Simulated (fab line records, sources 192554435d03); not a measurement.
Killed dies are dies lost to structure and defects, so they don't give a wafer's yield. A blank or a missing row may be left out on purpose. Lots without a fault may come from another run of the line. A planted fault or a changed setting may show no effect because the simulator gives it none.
A struck lot beside a sound one | flow n5_finfet | 41 steps out of a route of 1938
Sound: wafers L495.2, L495.3, L495.6. Struck: wafer L501.6. (L501.2, L501.3 of the same lot were not struck and are left out.) The cause comes at the end.
At each step with rows: each side's tool, then ch and its chambers, then its first start. Under that, the readings that differ: sound wafers | struck wafers | difference of the means | sigmas: that difference in standard deviations of wafers without a fault.
alike: readings whose means differ by less than 2 such deviations, and words and numbers that are the same on both sides. not compared: withheld readings, readings that some wafer has no value for, bounds like >300 that may hide the same value, and numbers for which the record gives no deviation and whose values overlap.
The two part at a step that has a row with sigmas, a row that says differs or no value, or rows on one side only. Numbers that don't overlap but have no deviation are shown without sigmas and don't part them. A reading that every wafer of one side lacks parts them only if that side has two wafers or more.

first, 4 steps without rows for these wafers: N5_BEOL_M7_HM_STRIP_39 (strips TiN in peroxide tin strip, target depth 25 nm, time 158 s); N5_BEOL_M7_SRD_40 (time 30 s); N5_BEOL_M7_PRECLEAN_42 (cleans in residue remover, time 60 s); N5_BEOL_M7_SRD_43 (time 30 s).
N5_BEOL_M7_CD_MEAS_35: target cd 40 nm.
  sound on cd_sem-02, day 10 17:25; struck on cd_sem-02, day 12 15:25
  alike: cd_nm
then, 1 step without rows for these wafers: N5_BEOL_M7_CURE_75 (cures SiCOH lowk, time 120 s).
N5_BEOL_M7_DEGAS_44: time 60 s.
  sound on pvd_sputter-03, day 10 18:05; struck on pvd_sputter-01, day 12 16:01
  alike: heater_power_w
then, 2 steps without rows for these wafers: N5_BEOL_M7_PRE_CLEAN_45 (time 30 s); N5_BEOL_M7_ALD_77 (deposits TaN, target thk 2 nm, pulse time 2 s, purge time 3 s).
N5_BEOL_M7_SURFACE_TREAT_79:
  sound on pvd_sputter-01, day 10 18:30; struck on pvd_sputter-02, day 12 16:25
  not compared: throttle_valve_pct
then, 1 step without rows for these wafers: N5_BEOL_M7_CVD_78 (deposits Co from CCTBA/H2, target thk 2 nm, time 142.3 s).
N5_BEOL_M7_SPUTTER_48: material Cu, target thk 10 nm, time 1.667 s.
  sound on pvd_sputter-02, day 10 18:46; struck on pvd_sputter-02, day 12 16:37
  alike: throttle_valve_pct
N5_BEOL_M7_ECD_50: material Cu, target thk 300 nm.
  sound on ecd_cu-02 ch 0, day 10 18:53; struck on ecd_cu-01 ch 0,1, day 12 16:44
then, 2 steps without rows for these wafers: N5_BEOL_M7_ANNEAL_51 (time 90 s); N5_BEOL_M7_CMP_52 (polishes, stops on SiCOH lowk, t overpolish 6.9 s, target thk 80 nm).
N5_BEOL_M7_THK_MEAS_53: measures by xrf.
  sound on film_metro-02, day 10 19:35; struck on film_metro-01, day 12 17:36
  alike: M7_THK
then, 2 steps without rows for these wafers: N5_BEOL_M7_PRE_CLEAN_55 (time 15 s); N5_BEOL_M7_DEP_56 (deposits SiCN from 3MS/NH3, target thk 10 nm, time 17.5 s).
N5_BEOL_M7_RS_MEAS_57: measures by four-point-probe.
  sound on film_metro-02, day 10 19:43; struck on film_metro-02, day 12 17:44
  alike: M7_RS
N5_BEOL_M8_ILD_DEP_00: deposits SiCOH lowk from DEMS/porogen, target thk 179.75 nm, time 33.4 s.
  sound on pecvd-02 ch 0,2, day 10 19:46; struck on pecvd-03 ch 0, day 12 17:47
  alike: heater_power_w, showerhead_plenum_p_Torr, throttle_valve_pct
then, 1 step without rows for these wafers: N5_BEOL_M8_CURE_74 (cures SiCOH lowk, time 240 s).
N5_BEOL_M8_THK_MEAS_01:
  sound on film_metro-01, day 10 20:50; struck on film_metro-01, day 12 18:22
  reading         | sound             | struck | difference | sigmas
  M8_ILD_THK (nm) | 153.1 150.8 152.9 | 159.8  | +7.5       | +4
then, 10 steps without rows for these wafers: N5_BEOL_M8_PECVD_70 (deposits SiO2 from TEOS/O2, target thk 20 nm, time 22.7 s); N5_BEOL_M8_HM_DEP_02 (deposits TiN, target thk 20 nm); N5_BEOL_M8_COAT_59 (time 60 s, resist thk 100 nm); N5_BEOL_M8_COAT_60 (time 60 s, resist thk 35 nm); N5_BEOL_M8_COAT_05 (resist thk 90 nm); N5_BEOL_M8_EBR_07; N5_BEOL_M8_SOFTBAKE_06 (time 60 s); N5_BEOL_M8_EXPOSE_08 (exposes mask M8); N5_BEOL_M8_PEB_09 (peb time 60 s); N5_BEOL_M8_DEVELOP_10 (develop time 30 s).
N5_BEOL_M8_CD_MEAS_11: target cd 38.5 nm.
  sound on cd_sem-02 ch 0, day 10 22:04; struck on cd_sem-03 ch 0, day 12 20:46
  alike: cd_nm
N5_BEOL_M8_OVL_MEAS_12:
  sound on overlay-02 ch 0, day 10 22:06; struck on overlay-01 ch 0, day 12 20:47
  alike: M8_OVL
then, 2 steps without rows for these wafers: N5_BEOL_M8_DESCUM_16 (chemistry O2, time 7.9 s); N5_BEOL_M8_ETCH_61 (etches SiARC in CF4, target depth 45.5 nm, time 75.8 s).
N5_BEOL_M8_ETCH_62: etches SOC in N2/H2, target depth 110 nm, overetch 22 nm, time 165 s.
  sound on rie_diel-01 ch 2,3, day 10 22:15; struck on rie_diel-01 ch 2, day 12 21:06
  alike: drypump_motor_current_A, oes_product_au, rf_vpp_V, showerhead_plenum_p_Torr, throttle_valve_pct
  not compared: rf_hours_counter_h
then, 3 steps without rows for these wafers: N5_BEOL_M8_STRIP_68 (strips in N2/H2); N5_BEOL_M8_STRIP_67 (strips in CF4); N5_BEOL_M8_HM_OPEN_17 (chemistry Cl2/BCl3, target TiN, target depth 20 nm, overetch 6 nm).
-- the record jumps here: 3 days lie between the struck wafers' starts before and after (it left off in module BEOL_M8 and takes up again in module PASSIVATION, whose first step shown is number 1936 of the route) --
N5_PASSIVATION_PROBE_49:
  sound on prober-01, day 13 12:51; struck on prober-02, day 15 18:03
  reading                  | sound | struck | difference | sigmas
  defect_limited_yield (%) | 88.9  | 51.1   | -37.8      | -27
  killed_at_M4_up          | 33    | 514    | +481       | +83
  killed_at_front_end      | 58    | 24     | -34        | -3
  killed_dies              | 131   | 577    | +446       | +28
  killed_on_rim            | 18    | 73     | +55        | +15
  killed_open              | 80    | 48     | -32        | -3
  killed_short             | 46    | 26     | -20        | -3
  sort_bin_5_function (%)  | 6.7   | 30.0   | +23.3      | +26
  sort_bin_6_memory (%)    | 4.1   | 15.3   | +11.2      | +18
  sort_n_pass              | 1049  | 603    | -446       | -28
  sort_yield_pct (%)       | 88.9  | 51.1   | -37.8      | -27
  alike: killed_at_M0_to_M3, killed_at_contacts, killed_at_other

WHERE THEY PART
First at N5_BEOL_M8_THK_MEAS_01; last, within this record, at N5_PASSIVATION_PROBE_49.

WHY: what the simulator had put in
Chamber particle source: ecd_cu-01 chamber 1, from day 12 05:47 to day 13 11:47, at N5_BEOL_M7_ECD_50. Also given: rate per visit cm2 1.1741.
